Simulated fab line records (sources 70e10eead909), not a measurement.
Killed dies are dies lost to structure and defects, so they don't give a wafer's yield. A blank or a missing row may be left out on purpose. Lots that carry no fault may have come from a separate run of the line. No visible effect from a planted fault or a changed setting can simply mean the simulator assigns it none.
Commonality check across tools :: flow nand harc :: Sampled: 5 lots, 15 wafers

== THE REASON FOR OPENING IT ==
On 2 of the 5 lots, a flag is raised at NHARC_END_SORT_01 on the reading killed at array. Wafers without a fault read 28, standard deviation 10.
Rule: flag the lot when none of its wafers has a number, or when each of its wafers that has one lies beyond 4 standard deviations from that mean. As for the other lots, they are considered sound.

lot: L939
measured: day 21 06:40
on: prober-02
killed at array, wafer by wafer: 97 70 91
flag: FLAGGED

lot: L940
measured: day 21 21:49
on: prober-01
killed at array, wafer by wafer: 69 93 102
flag: FLAGGED

lot: L945
measured: day 22 11:24
on: prober-01
killed at array, wafer by wafer: 17 31 24
flag: 

lot: L947
measured: day 22 21:35
on: prober-01
killed at array, wafer by wafer: 18 16 16
flag: 

lot: L948
measured: day 23 11:35
on: prober-02
killed at array, wafer by wafer: 38 33 29
flag: 
Average over the flagged lots: 87; offset from the usual +59, equal to +6 standard deviations.

== LOT BY LOT: THE TOOL USED ==
The record holds 4 process steps before the reading, out of a route of 1159 steps. In each cell: the tool, then ch and the chambers that the sampled wafers went through, then the start.
lot: L939
flag: FLAGGED
NHARC_A_STAIRCASE_STRIP_464: rie diel-10 ch 0,1,3, day 13 01:23
NHARC_THIN_TSV_ETCH_15: rie si-06 ch 0,1,3, day 20 16:20
NHARC_THIN_TSV_STRIP_45: plasma asher-02 ch 0,1, day 20 16:34
NHARC_THIN_TSV_DEGAS_53: pvd sputter-03, day 20 20:42

lot: L940
flag: FLAGGED
NHARC_A_STAIRCASE_STRIP_464: rie diel-10 ch 0,1,3, day 14 02:59
NHARC_THIN_TSV_ETCH_15: rie si-06 ch 1,2, day 21 06:42
NHARC_THIN_TSV_STRIP_45: plasma asher-01 ch 0,1, day 21 07:01
NHARC_THIN_TSV_DEGAS_53: pvd sputter-02, day 21 10:39

lot: L945
flag: 
NHARC_A_STAIRCASE_STRIP_464: rie diel-06 ch 0,3, day 15 07:01
NHARC_THIN_TSV_ETCH_15: rie si-06 ch 1,2, day 21 17:17
NHARC_THIN_TSV_STRIP_45: plasma asher-01 ch 0,1, day 21 17:32
NHARC_THIN_TSV_DEGAS_53: pvd sputter-03, day 21 21:18

lot: L947
flag: 
NHARC_A_STAIRCASE_STRIP_464: rie diel-02 ch 1,2,3, day 15 08:43
NHARC_THIN_TSV_ETCH_15: rie si-03 ch 0,1,2, day 21 18:37
NHARC_THIN_TSV_STRIP_45: plasma asher-02 ch 0,1, day 21 18:55
NHARC_THIN_TSV_DEGAS_53: pvd sputter-02, day 21 22:40

lot: L948
flag: 
NHARC_A_STAIRCASE_STRIP_464: rie diel-02 ch 0,1, day 15 06:33
NHARC_THIN_TSV_ETCH_15: rie si-06 ch 2,3, day 22 21:17
NHARC_THIN_TSV_STRIP_45: plasma asher-01 ch 0,1, day 22 21:31
NHARC_THIN_TSV_DEGAS_53: pvd sputter-02, day 23 01:47
What the steps here do:
- NHARC_A_STAIRCASE_STRIP_464: strips in O2/COS.
- NHARC_THIN_TSV_ETCH_15: target depth 3000 nm, bosch target overetch cycles 2, bosch etch step 2.8 s.
- NHARC_THIN_TSV_STRIP_45: strips in O2.
- NHARC_THIN_TSV_DEGAS_53: time 60 s.
- NHARC_END_SORT_01

== FLAGGED AGAINST TOTAL, ONE TOOL AT A TIME (gauges that did the reading follow at the end) ==
step: NHARC_A_STAIRCASE_STRIP_464
tool: rie diel-02
lots run: 2
flagged: 0
share of the flagged lots: none
sound lots run after its first flagged lot: -

step: NHARC_A_STAIRCASE_STRIP_464
tool: rie diel-06
lots run: 1
flagged: 0
share of the flagged lots: none
sound lots run after its first flagged lot: -

step: NHARC_A_STAIRCASE_STRIP_464
tool: rie diel-10
lots run: 2
flagged: 2
share of the flagged lots: all
sound lots run after its first flagged lot: 0

step: NHARC_THIN_TSV_ETCH_15
tool: rie si-03
lots run: 1
flagged: 0
share of the flagged lots: none
sound lots run after its first flagged lot: -

step: NHARC_THIN_TSV_ETCH_15
tool: rie si-06
lots run: 4
flagged: 2
share of the flagged lots: all
sound lots run after its first flagged lot: 2 (L945,L948)

step: NHARC_THIN_TSV_STRIP_45
tool: plasma asher-01
lots run: 3
flagged: 1
share of the flagged lots: some
sound lots run after its first flagged lot: 2 (L945,L948)

step: NHARC_THIN_TSV_STRIP_45
tool: plasma asher-02
lots run: 2
flagged: 1
share of the flagged lots: some
sound lots run after its first flagged lot: 1 (L947)

step: NHARC_THIN_TSV_DEGAS_53
tool: pvd sputter-02
lots run: 3
flagged: 1
share of the flagged lots: some
sound lots run after its first flagged lot: 2 (L947,L948)

step: NHARC_THIN_TSV_DEGAS_53
tool: pvd sputter-03
lots run: 2
flagged: 1
share of the flagged lots: some
sound lots run after its first flagged lot: 1 (L945)

step: NHARC_END_SORT_01
tool: prober-01
lots run: 3
flagged: 1
share of the flagged lots: some
sound lots run after its first flagged lot: 2 (L945,L947)

step: NHARC_END_SORT_01
tool: prober-02
lots run: 2
flagged: 1
share of the flagged lots: some
sound lots run after its first flagged lot: 1 (L948)

== THE TABLE: WHAT IT ALLOWS ==
Table rows that saw every flagged lot: 2, namely rie diel-10 at NHARC_A_STAIRCASE_STRIP_464 and rie si-06 at NHARC_THIN_TSV_ETCH_15.
- rie diel-10 at NHARC_A_STAIRCASE_STRIP_464: 2 of its 2 lots flagged. Because this sample shows no sound lot run on it before its first flagged lot, the start cannot be pinned down more closely.
- rie si-06 at NHARC_THIN_TSV_ETCH_15: 2 of its 4 lots flagged. After the first flagged lot (L945, L948), sound lots still ran on it; a lasting fault on the whole tool would not permit that.
Just one tool remains: rie diel-10 at NHARC_A_STAIRCASE_STRIP_464.

== WHAT THE SIMULATOR HAD PUT IN ==
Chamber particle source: rie diel-10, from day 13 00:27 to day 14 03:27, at NHARC_A_STAIRCASE_STRIP_464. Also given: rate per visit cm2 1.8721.
Struck lots among those shown: L939, L940. The rule above reached the same finding.
